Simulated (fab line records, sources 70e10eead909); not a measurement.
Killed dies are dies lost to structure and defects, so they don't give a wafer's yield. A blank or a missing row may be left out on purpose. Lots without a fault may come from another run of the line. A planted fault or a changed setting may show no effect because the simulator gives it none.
fab line records | flow nand_harc
record lots=24 wafers=72 last_day=25
route steps=1159 shown A_CONTACT@884
lots that met no fault: from a run of the same line without faults
start_h: hours from the record's first day to the start of the lot's first wafer shown | wait_h: hours since the lot's step before | " the same as in the row above | L1.1+2: a row that stands for several wafers | - no value, or no start given | * or withheld: withheld | < > ~ a bound
route shown NAME@n: a module of which the file shows steps, and the number in the route of the first | usual: mean/standard deviation of fault-free wafers | same: alike in all rows | chamber/n: place in a boat | sites: the reading at each site | _std_site: their standard deviation | _edge_site: outer sites' mean less inner sites' | radius_mm: how far each site lies from the wafer's centre | mask NAME#n: copy n | behind: the tool/chamber that last shaped the wafer | hold: why the lot was held/for how many hours/how that ended | device: the transistor (n, p or np) that didn't switch | end of line: the same wafers' tests at the end of the route | a step without rows: its recipe alone | killed: dies lost to structure and defects at the first sort, not the wafer's yield | map: a wafer's dies, x killed, . not, _ none there
set.NAME: the setting as run; set.NAME@STEP: as run at that earlier step | model.NAME: the simulator's own value behind a step, which no gauge read
steps of the route over a sample of lots; a table a step, a row a wafer
services: from which hour (start_h, from the record's first day; less than 0 if before it) a tool's chamber was out of use, for how many hours, and why
## steps
# step NHARC_A_CONTACT_DEP_57
# recipe target_thk_a=28000 temp_c=400 material=aC
# usual throttle_valve_pct=34.999/0.0091
# columns lot.wafer tool chamber start_h wait_h throttle_valve_pct
L075.4 acl_dep-01 0 374.33 - 34.997
L075.5 " 0 " " 34.996
L075.6 " 0 " " 35.003
L076.1 acl_dep-02 0 374.46 - 35.003
L076.2 " 0 " " 35.007
L076.5 " 0 " " 34.998
L074.1 acl_dep-03 0 383.32 - 34.995
L074.2 " 0 " " 35.002
L074.6 " 0 384.78 - 35.002
L079.1 acl_dep-01 0 399.47 - 35.009
L079.3 " 0 " " 35.002
L079.4 " 0 " " 34.991
L080.3 acl_dep-01 0 404.83 - 35.011
L080.5 " 0 " " 35.004
L080.6 " 0 " " 35.002
L077.1 acl_dep-02 0 409.10 - 35.010
L077.5 " 0 410.26 - 34.994
L077.6 " 0 " " 34.993
L078.2 acl_dep-02 0 418.69 - 35.003
L078.3 " 0 " " 35.005
L078.4 " 0 " " 34.982
L081.2 acl_dep-02 0 420.60 - 35.005
L081.4 " 0 " " 35.015
L081.5 " 0 " " 34.985
L083.1 acl_dep-03 0 432.59 - 34.994
L083.4 " 0 " " 34.997
L083.6 " 0 " " 34.992
L082.1 acl_dep-02 0 433.19 - 35.001
L082.2 " 0 " " 34.999
L082.3 " 0 " " 34.991
L084.2 acl_dep-02 0 437.06 - 34.996
L084.4 " 0 " " 35.007
L084.6 " 0 " " 35.009
L085.1 acl_dep-03 0 446.39 - 35.011
L085.2 " 0 " " 34.999
L085.4 " 0 " " 34.990
L088.4 acl_dep-02 0 447.37 - 34.997
L088.5 " 0 " " 35.006
L088.6 " 0 " " 35.018
L086.1 acl_dep-01 0 457.38 - 34.997
L086.4 " 0 " " 35.012
L086.5 " 0 " " 34.994
L090.1 acl_dep-01 0 467.22 - 34.992
L090.2 " 0 " " 34.995
L090.4 " 0 " " 35.007
L087.1 acl_dep-02 0 468.73 - 34.990
L087.2 " 0 " " 34.999
L087.4 " 0 " " 34.995
L089.1 acl_dep-03 0 470.10 - 34.986
L089.2 " 0 " " 34.997
L089.5 " 0 " " 34.974
L091.2 acl_dep-01 0 474.72 - 34.988
L091.3 " 0 " " 35.014
L091.6 " 0 " " 35.009
L093.3 acl_dep-02 0 491.01 - 35.008
L093.5 " 0 " " 34.999
L093.6 " 0 " " 34.993
L094.1 acl_dep-03 0 492.60 - 34.993
L094.2 " 0 " " 35.018
L094.6 " 0 494.02 - 35.006
L092.1 acl_dep-01 0 493.83 - 34.998
L092.3 " 0 " " 35.007
L092.4 " 0 " " 35.005
L095.3 acl_dep-02 0 500.22 - 34.998
L095.5 " 0 " " 35.014
L095.6 " 0 " " 34.986
L096.1 acl_dep-02 0 508.58 - 35.005
L096.2 " 0 " " 35.002
L096.4 " 0 " " 35.018
L097.1 acl_dep-03 0 522.58 - 34.989
L097.2 " 0 " " 34.979
L097.4 " 0 " " 34.982
# step NHARC_A_CONTACT_ETCH_124
# recipe source_w=withheld pressure_mtorr=20 bias_v=withheld time_s=140 target_depth_a=7000 ar_flow_sccm=withheld c4f8_flow_sccm=withheld o2_flow_sccm=withheld chemistry=C4F8/O2/Ar
# columns lot.wafer tool chamber start_h wait_h rf_hours_counter_h
L075.4 har_cap_etch-02 0 377.50 - -
L075.6 " 0 " " -
L075.5 " 1 " " -
L076.1 har_cap_etch-01 0 378.21 - 57
L076.2 " 1 " " 57
L076.5 " 0 " " -
L074.1 har_cap_etch-02 1 387.17 - 9
L074.2 " 0 " " 9
L074.6 " 1 " " -
L079.1 har_cap_etch-02 0 403.25 - 12
L079.4 " 0 " " -
L079.3 " 1 " " -
L080.3 har_cap_etch-01 1 408.10 - -
L080.5 " 0 " " -
L080.6 " 1 " " -
L077.1 har_cap_etch-01 0 412.93 - 62
L077.6 " 1 " " -
L077.5 " 0 " " -
L078.2 har_cap_etch-01 1 422.44 - 63
L078.4 " 1 " " -
L078.3 " 0 " " -
L081.2 har_cap_etch-02 1 424.13 - 16
L081.4 " 0 " " -
L081.5 " 0 " " -
L083.1 har_cap_etch-02 1 436.44 - 18
L083.4 " 1 " " -
L083.6 " 1 " " -
L082.1 har_cap_etch-01 0 437.18 - 66
L082.2 " 1 " " 66
L082.3 " 1 " " -
L084.2 har_cap_etch-02 0 441.96 - 19
L084.4 " 0 " " -
L084.6 " 0 " " -
L085.2 har_cap_etch-02 0 450.08 - 21
L085.1 " 1 " " 21
L085.4 " 0 " " -
L088.4 har_cap_etch-01 0 450.40 - -
L088.5 " 1 " " -
L088.6 " 0 " " -
L086.1 har_cap_etch-03 1 461.21 - 97
L086.4 " 0 " " -
L086.5 " 1 " " -
L090.2 har_cap_etch-03 0 471.38 - 100
L090.1 " 1 " " 100
L090.4 " 0 " " -
L087.1 har_cap_etch-02 1 472.60 - 25
L087.2 " 0 " " 25
L087.4 " 1 " " -
L089.1 har_cap_etch-01 1 474.15 - 74
L089.2 " 0 " " 74
L089.5 " 0 " " -
L091.2 har_cap_etch-03 0 478.14 - 101
L091.3 " 0 " " -
L091.6 " 1 " " -
L093.3 har_cap_etch-01 1 494.39 - -
L093.5 " 0 " " -
L093.6 " 1 " " -
L094.1 har_cap_etch-03 0 496.32 - 105
L094.2 " 1 " " 105
L094.6 " 1 " " -
L092.1 har_cap_etch-01 0 497.68 - 78
L092.4 " 1 " " -
L092.3 " 0 " " -
L095.3 har_cap_etch-03 0 503.64 - -
L095.6 " 1 " " -
L095.5 " 0 " " -
L096.2 har_cap_etch-01 0 512.38 - 82
L096.1 " 1 " " 82
L096.4 " 1 " " -
L097.2 har_cap_etch-01 1 526.46 - 84
L097.1 " 0 " " 84
L097.4 " 0 " " -
# step NHARC_A_CONTACT_ETCH_130
# recipe source_w=withheld pressure_mtorr=20 bias_v=1200 time_s=155 target_depth_a=9560 ar_flow_sccm=withheld c4f8_flow_sccm=withheld o2_flow_sccm=withheld chemistry=C4F8/O2/Ar
# columns lot.wafer tool chamber start_h wait_h rf_hours_counter_h
L075.4 har_cap_etch-02 0 378.39 0.1 -
L075.6 " 0 " " -
L075.5 " 1 " " -
L076.1 har_cap_etch-01 0 379.11 0.1 57
L076.2 " 1 " " 57
L076.5 " 0 " " -
L074.1 har_cap_etch-02 1 388.09 0.1 10
L074.2 " 0 " " 10
L074.6 " 1 " " -
L079.1 har_cap_etch-02 0 404.15 0.1 13
L079.4 " 0 " " -
L079.3 " 1 " " -
L080.3 har_cap_etch-01 1 408.98 0.1 -
L080.5 " 0 " " -
L080.6 " 1 " " -
L077.1 har_cap_etch-01 0 413.84 0.1 63
L077.6 " 1 " " -
L077.5 " 0 " " -
L078.2 har_cap_etch-01 1 423.35 0.1 64
L078.4 " 1 " " -
L078.3 " 0 " " -
L081.2 har_cap_etch-02 1 425.04 0.1 16
L081.4 " 0 " " -
L081.5 " 0 " " -
L083.1 har_cap_etch-02 1 437.35 0.1 18
L083.4 " 1 " " -
L083.6 " 1 " " -
L082.1 har_cap_etch-01 0 438.08 0.1 67
L082.2 " 1 " " 67
L082.3 " 1 " " -
L084.2 har_cap_etch-02 0 442.88 0.1 20
L084.4 " 0 " " -
L084.6 " 0 " " -
L085.2 har_cap_etch-02 0 450.99 0.1 22
L085.1 " 1 " " 22
L085.4 " 0 " " -
L088.4 har_cap_etch-01 0 451.28 0.1 -
L088.5 " 1 " " -
L088.6 " 0 " " -
L086.1 har_cap_etch-03 1 462.68 0.2 98
L086.4 " 0 " " -
L086.5 " 1 " " -
L090.2 har_cap_etch-03 0 472.59 0.2 100
L090.1 " 1 " " 100
L090.4 " 0 " " -
L087.1 har_cap_etch-02 1 473.51 0.1 26
L087.2 " 0 " " 26
L087.4 " 1 " " -
L089.1 har_cap_etch-01 1 475.06 0.1 75
L089.2 " 0 " " 75
L089.5 " 0 " " -
L091.2 har_cap_etch-03 0 479.33 0.2 102
L091.3 " 0 " " -
L091.6 " 1 " " -
L093.3 har_cap_etch-01 1 495.27 0.1 -
L093.5 " 0 " " -
L093.6 " 1 " " -
L094.1 har_cap_etch-03 0 497.22 0.1 105
L094.2 " 1 " " 105
L094.6 " 1 " " -
L092.1 har_cap_etch-01 0 498.58 0.1 79
L092.4 " 1 " " -
L092.3 " 0 " " -
L095.3 har_cap_etch-03 0 504.52 0.1 -
L095.6 " 1 " " -
L095.5 " 0 " " -
L096.2 har_cap_etch-01 0 513.29 0.1 82
L096.1 " 1 " " 82
L096.4 " 1 " " -
L097.2 har_cap_etch-01 1 527.37 0.1 84
L097.1 " 0 " " 84
L097.4 " 0 " " -
# step NHARC_A_CONTACT_ETCH_133
# recipe source_w=withheld pressure_mtorr=20 bias_v=400 time_s=195 target_depth_a=8400 ar_flow_sccm=withheld c4f8_flow_sccm=11.5 o2_flow_sccm=7.2 chemistry=C4F8/O2/Ar
# columns lot.wafer tool chamber start_h wait_h rf_hours_counter_h
L075.4 har_cap_etch-02 0 379.02 0.2 -
L075.6 " 0 " " -
L075.5 " 1 " " -
L076.1 har_cap_etch-01 0 379.54 0.1 58
L076.2 " 1 " " 58
L076.5 " 0 " " -
L074.1 har_cap_etch-02 1 388.52 0.1 10
L074.2 " 0 " " 10
L074.6 " 1 " " -
L079.1 har_cap_etch-02 0 404.58 0.1 13
L079.4 " 0 " " -
L079.3 " 1 " " -
L080.3 har_cap_etch-01 1 409.47 0.2 -
L080.5 " 0 " " -
L080.6 " 1 " " -
L077.1 har_cap_etch-01 0 414.29 0.1 63
L077.6 " 1 " " -
L077.5 " 0 " " -
L078.2 har_cap_etch-01 1 423.78 0.1 64
L078.4 " 1 " " -
L078.3 " 0 " " -
L081.2 har_cap_etch-02 1 425.47 0.1 17
L081.4 " 0 " " -
L081.5 " 0 " " -
L083.1 har_cap_etch-02 1 437.77 0.1 19
L083.4 " 1 " " -
L083.6 " 1 " " -
L082.1 har_cap_etch-01 0 438.51 0.1 68
L082.2 " 1 " " 68
L082.3 " 1 " " -
L084.2 har_cap_etch-02 0 443.30 0.1 20
L084.4 " 0 " " -
L084.6 " 0 " " -
L085.2 har_cap_etch-02 0 451.41 0.1 22
L085.1 " 1 " " 22
L085.4 " 0 " " -
L088.4 har_cap_etch-01 0 451.78 0.2 -
L088.5 " 1 " " -
L088.6 " 0 " " -
L086.1 har_cap_etch-03 1 463.27 0.2 98
L086.4 " 0 " " -
L086.5 " 1 " " -
L090.2 har_cap_etch-03 0 473.15 0.2 101
L090.1 " 1 " " 101
L090.4 " 0 " " -
L087.1 har_cap_etch-02 1 473.94 0.1 26
L087.2 " 0 " " 26
L087.4 " 1 " " -
L089.1 har_cap_etch-01 1 475.49 0.1 75
L089.2 " 0 " " 75
L089.5 " 0 " " -
L091.2 har_cap_etch-03 0 479.93 0.2 102
L091.3 " 0 " " -
L091.6 " 1 " " -
L093.3 har_cap_etch-01 1 495.76 0.2 -
L093.5 " 0 " " -
L093.6 " 1 " " -
L094.1 har_cap_etch-03 0 497.64 0.1 106
L094.2 " 1 " " 106
L094.6 " 1 " " -
L092.1 har_cap_etch-01 0 499.03 0.1 79
L092.4 " 1 " " -
L092.3 " 0 " " -
L095.3 har_cap_etch-03 0 505.01 0.2 -
L095.6 " 1 " " -
L095.5 " 0 " " -
L096.2 har_cap_etch-01 0 513.72 0.1 83
L096.1 " 1 " " 83
L096.4 " 1 " " -
L097.2 har_cap_etch-01 1 527.80 0.1 85
L097.1 " 0 " " 85
L097.4 " 0 " " -
# step NHARC_A_CONTACT_ETCH_136
# recipe source_w=withheld pressure_mtorr=20 bias_v=3000 time_s=132 target_depth_a=12870 ar_flow_sccm=withheld c4f8_flow_sccm=withheld o2_flow_sccm=withheld chemistry=C4F8/O2/Ar
# columns lot.wafer tool chamber start_h wait_h rf_hours_counter_h
L075.4 har_cap_etch-01 0 384.12 0.1 -
L075.6 " 0 " " -
L075.5 " 1 " " -
L076.1 har_cap_etch-03 1 384.71 0.1 87
L076.2 " 0 " " 87
L076.5 " 1 " " -
L074.2 har_cap_etch-03 0 394.17 0.1 88
L074.1 " 1 " " 88
L074.6 " 0 " " -
L079.1 har_cap_etch-03 0 411.92 0.1 90
L079.4 " 1 " " -
L079.3 " 0 " " -
L080.3 har_cap_etch-03 1 415.03 0.1 -
L080.6 " 1 " " -
L080.5 " 0 " " -
L077.1 har_cap_etch-03 1 423.44 0.1 91
L077.6 " 1 " " -
L077.5 " 0 " " -
L078.2 har_cap_etch-02 1 429.14 0.1 17
L078.3 " 0 " " -
L078.4 " 1 " " -
L081.2 har_cap_etch-01 0 431.68 0.1 66
L081.4 " 1 " " -
L081.5 " 1 " " -
L083.1 har_cap_etch-02 0 444.46 0.1 20
L083.4 " 0 " " -
L083.6 " 1 " " -
L082.1 har_cap_etch-01 0 444.85 0.1 69
L082.2 " 1 " " 69
L082.3 " 0 " " -
L084.2 har_cap_etch-03 1 449.14 0.1 95
L084.4 " 0 " " -
L084.6 " 1 " " -
L085.2 har_cap_etch-02 1 456.74 0.1 22
L085.1 " 0 " " 22
L085.4 " 0 " " -
L088.4 har_cap_etch-01 0 457.48 0.1 -
L088.5 " 0 " " -
L088.6 " 1 " " -
L086.1 har_cap_etch-02 0 469.10 0.1 24
L086.4 " 1 " " -
L086.5 " 1 " " -
L090.2 har_cap_etch-02 1 479.54 0.1 26
L090.1 " 0 " " 26
L090.4 " 1 " " -
L087.1 har_cap_etch-01 1 481.84 0.1 76
L087.2 " 0 " " 76
L087.4 " 1 " " -
L089.1 har_cap_etch-02 1 484.92 0.1 27
L089.2 " 0 " " 27
L089.5 " 0 " " -
L091.2 har_cap_etch-01 0 488.57 0.1 76
L091.3 " 1 " " -
L091.6 " 1 " " -
L093.3 har_cap_etch-02 0 501.13 0.1 -
L093.5 " 1 " " -
L093.6 " 0 " " -
L094.2 har_cap_etch-01 1 504.22 0.1 80
L094.1 " 0 " " 80
L094.6 " 0 " " -
L092.1 har_cap_etch-02 0 505.24 0.1 31
L092.3 " 1 " " -
L092.4 " 0 " " -
L095.3 har_cap_etch-02 1 510.10 0.1 -
L095.5 " 0 " " -
L095.6 " 1 " " -
L096.2 har_cap_etch-01 0 519.09 0.1 83
L096.1 " 1 " " 83
L096.4 " 0 " " -
L097.1 har_cap_etch-01 0 533.31 0.1 85
L097.2 " 1 " " 85
L097.4 " 0 " " -
# step NHARC_A_CONTACT_ETCH_138
# recipe source_w=withheld pressure_mtorr=20 bias_v=3000 time_s=132 target_depth_a=12890 ar_flow_sccm=withheld c4f8_flow_sccm=withheld o2_flow_sccm=withheld chemistry=C4F8/O2/Ar
# columns lot.wafer tool chamber start_h wait_h rf_hours_counter_h
L075.4 har_cap_etch-01 0 384.37 0.1 -
L075.6 " 0 " " -
L075.5 " 1 " " -
L076.1 har_cap_etch-03 1 385.04 0.1 87
L076.2 " 0 " " 87
L076.5 " 1 " " -
L074.2 har_cap_etch-03 0 394.50 0.1 88
L074.1 " 1 " " 88
L074.6 " 0 " " -
L079.1 har_cap_etch-03 0 412.24 0.1 90
L079.4 " 1 " " -
L079.3 " 0 " " -
L080.3 har_cap_etch-03 1 415.36 0.1 -
L080.6 " 1 " " -
L080.5 " 0 " " -
L077.1 har_cap_etch-03 1 423.69 0.1 91
L077.6 " 1 " " -
L077.5 " 0 " " -
L078.2 har_cap_etch-02 1 429.38 0.1 17
L078.3 " 0 " " -
L078.4 " 1 " " -
L081.2 har_cap_etch-01 0 431.92 0.1 66
L081.4 " 1 " " -
L081.5 " 1 " " -
L083.1 har_cap_etch-02 0 444.70 0.1 21
L083.4 " 0 " " -
L083.6 " 1 " " -
L082.1 har_cap_etch-01 0 445.10 0.1 69
L082.2 " 1 " " 69
L082.3 " 0 " " -
L084.2 har_cap_etch-03 1 449.47 0.1 96
L084.4 " 0 " " -
L084.6 " 1 " " -
L085.2 har_cap_etch-02 1 456.99 0.1 23
L085.1 " 0 " " 23
L085.4 " 0 " " -
L088.4 har_cap_etch-01 0 457.73 0.1 -
L088.5 " 0 " " -
L088.6 " 1 " " -
L086.1 har_cap_etch-02 0 469.35 0.1 25
L086.4 " 1 " " -
L086.5 " 1 " " -
L090.2 har_cap_etch-02 1 479.79 0.1 27
L090.1 " 0 " " 27
L090.4 " 1 " " -
L087.1 har_cap_etch-01 1 482.09 0.1 76
L087.2 " 0 " " 76
L087.4 " 1 " " -
L089.1 har_cap_etch-02 1 485.16 0.1 27
L089.2 " 0 " " 27
L089.5 " 0 " " -
L091.2 har_cap_etch-01 0 488.81 0.1 77
L091.3 " 1 " " -
L091.6 " 1 " " -
L093.3 har_cap_etch-02 0 501.37 0.1 -
L093.5 " 1 " " -
L093.6 " 0 " " -
L094.2 har_cap_etch-01 1 504.46 0.1 80
L094.1 " 0 " " 80
L094.6 " 0 " " -
L092.1 har_cap_etch-02 0 505.48 0.1 31
L092.3 " 1 " " -
L092.4 " 0 " " -
L095.3 har_cap_etch-02 1 510.35 0.1 -
L095.5 " 0 " " -
L095.6 " 1 " " -
L096.2 har_cap_etch-01 0 519.34 0.1 83
L096.1 " 1 " " 83
L096.4 " 0 " " -
L097.1 har_cap_etch-01 0 533.56 0.1 85
L097.2 " 1 " " 85
L097.4 " 0 " " -
## services
# columns tool chamber start_h hours kind
acl_dep-02 - 351.95 13.0 pm
acl_dep-03 - 406.93 13.0 pm
acl_dep-01 - 440.13 2.3 repair
acl_dep-01 - 477.43 13.0 pm
acl_dep-02 - 533.27 13.0 pm
## key
fault none
